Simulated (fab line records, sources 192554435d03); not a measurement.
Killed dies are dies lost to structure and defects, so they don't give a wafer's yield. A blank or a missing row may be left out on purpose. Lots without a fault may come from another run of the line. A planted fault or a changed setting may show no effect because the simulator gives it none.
Which tool did it? | flow n5_finfet | 24 lots, 72 wafers sampled, at 5 steps of a route of 1938

WHAT THE GAUGES READ, wafer by wafer
N5_BEOL_M5_CD_MEAS_28: target cd 30.6 nm, target cd y 20 nm.
lot  | measured     | on        | cd_nm (nm)
L074 | day 9 07:05  | cd_sem-01 | 30.54 30.63 30.49
L076 | day 9 08:49  | cd_sem-03 | 30.69 30.90 30.58
L075 | day 9 19:20  | cd_sem-01 | 30.52 30.51 30.07
L079 | day 10 12:37 | cd_sem-02 | 30.57 30.42 30.25
L077 | day 10 12:47 | cd_sem-01 | 30.73 30.96 30.49
L078 | day 10 18:43 | cd_sem-01 | 30.48 30.39 30.86
L081 | day 10 18:46 | cd_sem-01 | 30.66 30.44 30.65
L080 | day 11 00:44 | cd_sem-01 | 30.72 30.74 30.58
L083 | day 11 11:43 | cd_sem-02 | 30.55 30.33 30.45
L082 | day 11 18:38 | cd_sem-02 | 30.09 30.24 30.67
L084 | day 12 03:24 | cd_sem-03 | 30.55 30.30 30.81
L085 | day 12 09:48 | cd_sem-01 | 30.42 30.41 30.74
L086 | day 12 09:37 | cd_sem-03 | 30.86 30.55 30.32
L087 | day 12 17:59 | cd_sem-03 | 30.46 30.70 30.60
L089 | day 12 18:02 | cd_sem-02 | 30.26 30.47 30.92
L088 | day 13 12:32 | cd_sem-03 | 30.47 30.75 30.92
L090 | day 13 15:46 | cd_sem-03 | 30.44 30.77 30.89
L091 | day 13 15:57 | cd_sem-01 | 30.13 30.89 30.55
L092 | day 13 21:35 | cd_sem-03 | 30.28 30.47 30.64
L093 | day 14 01:34 | cd_sem-01 | 30.88 30.66 30.47
L094 | day 14 09:41 | cd_sem-03 | 30.21 30.17 30.30
L095 | day 15 07:38 | cd_sem-03 | 30.67 30.62 30.46
L096 | day 15 14:17 | cd_sem-02 | 30.87 30.36 31.27
L097 | day 15 19:49 | cd_sem-02 | 31.10 31.05 30.59

WHICH TOOL RAN EACH LOT (tool, then ch and the chambers of the sampled wafers, then the start)
lot  | N5_BEOL_M4_ANNEAL_95         | N5_BEOL_M4_PRE_CLEAN_60          | N5_BEOL_M5_CURE_79            | N5_BEOL_M5_HM_DEP_02
L074 | pvd_sputter-01, day 8 23:53  | cvd_co-02 ch 1,2, day 9 00:58    | uv_cure-03 ch 2, day 9 02:18  | pvd_sputter-03, day 9 03:11
L076 | pvd_sputter-02, day 9 02:48  | cvd_co-02 ch 0,1,2, day 9 03:50  | uv_cure-02 ch 1, day 9 05:13  | pvd_sputter-02, day 9 07:25
L075 | pvd_sputter-01, day 9 07:52  | cvd_co-02 ch 0,2, day 9 08:57    | uv_cure-02 ch 2, day 9 10:18  | pvd_sputter-03, day 9 13:06
L079 | pvd_sputter-02, day 10 05:13 | cvd_co-02 ch 0,1,2, day 10 06:11 | uv_cure-01 ch 1, day 10 07:44 | pvd_sputter-01, day 10 09:46
L077 | pvd_sputter-02, day 10 07:05 | cvd_co-01 ch 0,1, day 10 08:03   | uv_cure-02 ch 1, day 10 09:21 | pvd_sputter-02, day 10 10:14
L078 | pvd_sputter-01, day 10 12:15 | cvd_co-01 ch 0,2, day 10 13:13   | uv_cure-02 ch 0, day 10 14:32 | pvd_sputter-02, day 10 16:43
L081 | pvd_sputter-03, day 10 12:26 | cvd_co-02 ch 0,2, day 10 13:30   | uv_cure-03 ch 1, day 10 14:49 | pvd_sputter-02, day 10 17:08
L080 | pvd_sputter-02, day 10 16:11 | cvd_co-02 ch 0,1,2, day 10 17:09 | uv_cure-01 ch 1, day 10 18:34 | pvd_sputter-03, day 10 19:50
L083 | pvd_sputter-03, day 11 03:59 | cvd_co-02 ch 0,2, day 11 04:58   | uv_cure-03 ch 1, day 11 06:16 | pvd_sputter-02, day 11 09:40
L082 | pvd_sputter-03, day 11 13:47 | cvd_co-02 ch 0,1, day 11 14:46   | uv_cure-03 ch 0, day 11 16:04 | pvd_sputter-01, day 11 17:04
L084 | pvd_sputter-02, day 11 22:30 | cvd_co-02 ch 0,2, day 11 23:28   | uv_cure-01 ch 0, day 12 00:50 | pvd_sputter-02, day 12 01:53
L085 | pvd_sputter-03, day 11 22:38 | cvd_co-02 ch 0,2, day 11 23:37   | uv_cure-03 ch 0, day 12 01:04 | pvd_sputter-03, day 12 03:34
L086 | pvd_sputter-02, day 12 00:20 | cvd_co-02 ch 0,1,2, day 12 01:19 | uv_cure-03 ch 2, day 12 02:36 | pvd_sputter-01, day 12 03:59
L087 | pvd_sputter-02, day 12 03:36 | cvd_co-02 ch 0,1, day 12 06:10   | uv_cure-01 ch 1, day 12 08:19 | pvd_sputter-03, day 12 10:35
L089 | pvd_sputter-02, day 12 10:04 | cvd_co-02 ch 0,1, day 12 13:31   | uv_cure-02 ch 1, day 12 15:01 | pvd_sputter-03, day 12 16:23
L088 | pvd_sputter-02, day 13 06:36 | cvd_co-02 ch 1,2, day 13 08:41   | uv_cure-03 ch 2, day 13 10:01 | pvd_sputter-03, day 13 10:55
L090 | pvd_sputter-01, day 13 10:11 | cvd_co-02 ch 0,1, day 13 11:10   | uv_cure-03 ch 0, day 13 12:29 | pvd_sputter-02, day 13 13:05
L091 | pvd_sputter-03, day 13 10:25 | cvd_co-02 ch 1,2, day 13 11:26   | uv_cure-03 ch 1, day 13 13:03 | pvd_sputter-03, day 13 13:35
L092 | pvd_sputter-01, day 13 15:32 | cvd_co-02 ch 0,1,2, day 13 16:30 | uv_cure-03 ch 0, day 13 17:53 | pvd_sputter-02, day 13 20:14
L093 | pvd_sputter-01, day 13 17:30 | cvd_co-02 ch 0,2, day 13 18:28   | uv_cure-01 ch 0, day 13 19:51 | pvd_sputter-02, day 13 21:07
L094 | pvd_sputter-01, day 14 03:10 | cvd_co-02 ch 1,2, day 14 04:11   | uv_cure-03 ch 0, day 14 05:52 | pvd_sputter-02, day 14 07:00
L095 | pvd_sputter-03, day 15 01:35 | cvd_co-02 ch 0,2, day 15 02:45   | uv_cure-01 ch 1, day 15 04:06 | pvd_sputter-03, day 15 05:03
L096 | pvd_sputter-02, day 15 07:32 | cvd_co-02 ch 0,2, day 15 08:46   | uv_cure-02 ch 2, day 15 10:12 | pvd_sputter-02, day 15 11:28
L097 | pvd_sputter-02, day 15 10:58 | cvd_co-01 ch 1,2, day 15 12:46   | uv_cure-03 ch 1, day 15 14:03 | pvd_sputter-03, day 15 15:35
- N5_BEOL_M4_ANNEAL_95: time 240 s.
- N5_BEOL_M4_PRE_CLEAN_60: time 15 s.
- N5_BEOL_M5_CURE_79: cures SiCOH lowk, time 240 s.
- N5_BEOL_M5_HM_DEP_02: deposits TiN, target thk 20 nm.

WHAT THE TOOLS THEMSELVES READ (means of the sampled wafers that have a number; where no wafer has one, the mark that the record gives instead)
N5_BEOL_M4_ANNEAL_95.
lot  | tool           | heater_power_w (W)
L074 | pvd_sputter-01 | 776
L076 | pvd_sputter-02 | 870
L075 | pvd_sputter-01 | 779
L079 | pvd_sputter-02 | 866
L077 | pvd_sputter-02 | 883
L078 | pvd_sputter-01 | 849
L081 | pvd_sputter-03 | 843
L080 | pvd_sputter-02 | 865
L083 | pvd_sputter-03 | 816
L082 | pvd_sputter-03 | 842
L084 | pvd_sputter-02 | 869
L085 | pvd_sputter-03 | 822
L086 | pvd_sputter-02 | 847
L087 | pvd_sputter-02 | 857
L089 | pvd_sputter-02 | 877
L088 | pvd_sputter-02 | 872
L090 | pvd_sputter-01 | 755
L091 | pvd_sputter-03 | 791
L092 | pvd_sputter-01 | 796
L093 | pvd_sputter-01 | 801
L094 | pvd_sputter-01 | 798
L095 | pvd_sputter-03 | 849
L096 | pvd_sputter-02 | 865
L097 | pvd_sputter-02 | 863

N5_BEOL_M4_PRE_CLEAN_60.
lot  | tool      | heater_power_outer_w (W) | heater_power_w (W)
L074 | cvd_co-02 | 6                        | 63
L076 | cvd_co-02 | 14                       | 77
L075 | cvd_co-02 | 23                       | 91
L079 | cvd_co-02 | 15                       | 77
L077 | cvd_co-01 | 14                       | 73
L078 | cvd_co-01 | 17                       | 79
L081 | cvd_co-02 | 22                       | 92
L080 | cvd_co-02 | 15                       | 76
L083 | cvd_co-02 | 13                       | 72
L082 | cvd_co-02 | 16                       | 82
L084 | cvd_co-02 | 13                       | 73
L085 | cvd_co-02 | 13                       | 73
L086 | cvd_co-02 | 15                       | 77
L087 | cvd_co-02 | 16                       | 81
L089 | cvd_co-02 | 25                       | 97
L088 | cvd_co-02 | 4                        | 58
L090 | cvd_co-02 | 16                       | 83
L091 | cvd_co-02 | 5                        | 57
L092 | cvd_co-02 | 15                       | 77
L093 | cvd_co-02 | 23                       | 94
L094 | cvd_co-02 | 6                        | 62
L095 | cvd_co-02 | 13                       | 72
L096 | cvd_co-02 | 24                       | 92
L097 | cvd_co-01 | 16                       | 75

N5_BEOL_M5_CURE_79.
lot  | tool       | lamp_power_pct (%) | wafer_temp_C_max
L074 | uv_cure-03 | 52.27              | 386.6
L076 | uv_cure-02 | 52.37              | 386.4
L075 | uv_cure-02 | 52.27              | 386.9
L079 | uv_cure-01 | 52.33              | 386.4
L077 | uv_cure-02 | 52.31              | 386.6
L078 | uv_cure-02 | 52.32              | 386.3
L081 | uv_cure-03 | 52.31              | 386.6
L080 | uv_cure-01 | 52.24              | 386.4
L083 | uv_cure-03 | 52.31              | 386.2
L082 | uv_cure-03 | 52.32              | 386.3
L084 | uv_cure-01 | 52.35              | 386.6
L085 | uv_cure-03 | 52.31              | 386.0
L086 | uv_cure-03 | 52.30              | 386.8
L087 | uv_cure-01 | 52.33              | 386.4
L089 | uv_cure-02 | 52.34              | 386.4
L088 | uv_cure-03 | 52.34              | 386.6
L090 | uv_cure-03 | 52.34              | 385.5
L091 | uv_cure-03 | 52.29              | 386.9
L092 | uv_cure-03 | 52.34              | 386.1
L093 | uv_cure-01 | 52.29              | 386.6
L094 | uv_cure-03 | 52.29              | 385.9
L095 | uv_cure-01 | 52.34              | 386.1
L096 | uv_cure-02 | 52.31              | 386.4
L097 | uv_cure-03 | 52.32              | 386.1

N5_BEOL_M5_HM_DEP_02.
lot  | tool           | substrate_temp_c (C) | throttle_valve_pct (%)
L074 | pvd_sputter-03 | 25.03                | 30.1
L076 | pvd_sputter-02 | 24.99                | 30.2
L075 | pvd_sputter-03 | 25.02                | 30.1
L079 | pvd_sputter-01 | 24.90                | 31.1
L077 | pvd_sputter-02 | 24.96                | 30.5
L078 | pvd_sputter-02 | 25.00                | 30.4
L081 | pvd_sputter-02 | 24.94                | 30.4
L080 | pvd_sputter-03 | 24.90                | 30.4
L083 | pvd_sputter-02 | 25.02                | 29.8
L082 | pvd_sputter-01 | 24.92                | 30.4
L084 | pvd_sputter-02 | 24.96                | 30.4
L085 | pvd_sputter-03 | 24.96                | 30.2
L086 | pvd_sputter-01 | 24.94                | 30.8
L087 | pvd_sputter-03 | 24.86                | 30.2
L089 | pvd_sputter-03 | 24.86                | 30.1
L088 | pvd_sputter-03 | 24.99                | 30.4
L090 | pvd_sputter-02 | 24.96                | 30.5
L091 | pvd_sputter-03 | 24.98                | 30.1
L092 | pvd_sputter-02 | 25.00                | 30.6
L093 | pvd_sputter-02 | 25.03                | 30.3
L094 | pvd_sputter-02 | 25.08                | 30.5
L095 | pvd_sputter-03 | 25.00                | 30.0
L096 | pvd_sputter-02 | 25.06                | 30.7
L097 | pvd_sputter-03 | 25.07                | 30.0

THE ANSWER, worked out from the rows above alone
Rule: what is usual is taken from the lots themselves. Put in order of their means at a reading, lots are off if they are a third of the lots or fewer, leave a main group of 4 or more, and stand apart from it by a gap of 3 or more times the standard deviation of the main group's means; of several such gaps the widest counts. A main group whose means are all the same, to the digits that the tables above print for the reading, isn't used. A lot without any number at a reading at which 4 lots or more have one is off too. The other lots that the step has rows for count as sound. The gauges are gone through in route order, then the tools' own readings, and for those a lot's mean is taken as printed above. The first step at which some lot is off is used, and at that step the reading that is off furthest; a lot without a number counts as furthest.
No lot is off at any reading shown: from this, nothing can be told.

WHAT THE SIMULATOR HAD PUT IN
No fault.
